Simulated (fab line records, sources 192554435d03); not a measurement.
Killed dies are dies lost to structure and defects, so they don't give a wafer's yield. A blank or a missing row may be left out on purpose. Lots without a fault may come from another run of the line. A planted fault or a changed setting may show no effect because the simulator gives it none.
A struck lot beside a sound one | flow n5_finfet | 15 steps out of a route of 1938
Sound: wafers L375.1, L375.3, L375.4. Struck: wafer L385.2. (L385.4, L385.5 of the same lot were not struck and are left out.) The cause comes at the end.
At each step with rows: each side's tool, then ch and its chambers, then its first start. Under that, the readings that differ: sound wafers | struck wafers | difference of the means | sigmas: that difference in standard deviations of wafers without a fault.
alike: readings whose means differ by less than 2 such deviations, and words and numbers that are the same on both sides. not compared: withheld readings, readings that some wafer has no value for, bounds like >300 that may hide the same value, and numbers for which the record gives no deviation and whose values overlap.
The two part at a step that has a row with sigmas, a row that says differs or no value, or rows on one side only. Numbers that don't overlap but have no deviation are shown without sigmas and don't part them. A reading that every wafer of one side lacks parts them only if that side has two wafers or more.

first, 9 steps without rows for these wafers: N5_BEOL_M3_COAT_67 (time 60 s, resist thk 60 nm); N5_BEOL_M3_COAT_68 (time 60 s, resist thk 12 nm); N5_BEOL_M3_COAT_76 (time 60 s, resist thk 5 nm); N5_BEOL_M3_COAT_22 (resist thk 30 nm); N5_BEOL_M3_EBR_24; N5_BEOL_M3_SOFTBAKE_23 (time 60 s); N5_BEOL_M3_EXPOSE_25 (exposes mask V2, defocus 5 nm); N5_BEOL_M3_PEB_26 (peb time 60 s); N5_BEOL_M3_DEVELOP_27 (develop time 30 s).
N5_BEOL_M3_CD_MEAS_28: target cd 25.7 nm, target cd y 23.3 nm.
  sound on cd_sem-01 ch 0, day 9 01:55; struck on cd_sem-03 ch 0, day 13 13:05
  alike: cd_nm
N5_BEOL_M3_OVL_MEAS_29:
  sound on overlay-01 ch 0, day 9 01:57; struck on overlay-02 ch 0, day 13 13:08
  alike: V2_OVL
N5_BEOL_M3_INSPECT_30: inspects for defects (brightfield).
  sound on defect_inspect-01, day 9 02:01; struck on defect_inspect-02, day 13 13:11
  alike: raw_defect_count
N5_BEOL_M3_DESCUM_33: chemistry O2, time 7 s.
  sound on rie_diel-02 ch 1,2,3, day 9 02:02; struck on rie_diel-03 ch 3, day 13 13:15
  alike: drypump_motor_current_A, oes_product_au, rf_vpp_V, showerhead_plenum_p_Torr, throttle_valve_pct
  not compared: rf_hours_counter_h, model.CAR-EUV_of_BEOL_M3_COAT_22.thk_nm
N5_BEOL_M3_ETCH_77: etches underlayer in N2/H2, target depth 6.5 nm, time 5.2 s.
  sound on rie_diel-02 ch 1,2,3, day 9 02:05; struck on rie_diel-03 ch 3, day 13 13:17
  reading               | sound          | struck | difference | sigmas
  etch_rf_on_time_s (s) | 5.18 5.12 5.10 | 5.34   | +0.21      | +2
  alike: drypump_motor_current_A, oes_product_au, rf_vpp_V, showerhead_plenum_p_Torr, throttle_valve_pct
  not compared: rf_hours_counter_h
N5_BEOL_M4_RC_MEAS_101:
  sound on prober-01 ch 0, day 10 17:01; struck on prober-02 ch 0, day 14 23:02
  alike: DIBL_N, DIBL_P, IOFF_N, IOFF_P, ION_N, ION_P, SS_N, SS_P, VT_N, VT_P

WHERE THEY PART
Only at N5_BEOL_M3_ETCH_77, within this record. Later steps at which nothing parts them and some readings are alike: N5_BEOL_M4_RC_MEAS_101.

WHY: what the simulator had put in
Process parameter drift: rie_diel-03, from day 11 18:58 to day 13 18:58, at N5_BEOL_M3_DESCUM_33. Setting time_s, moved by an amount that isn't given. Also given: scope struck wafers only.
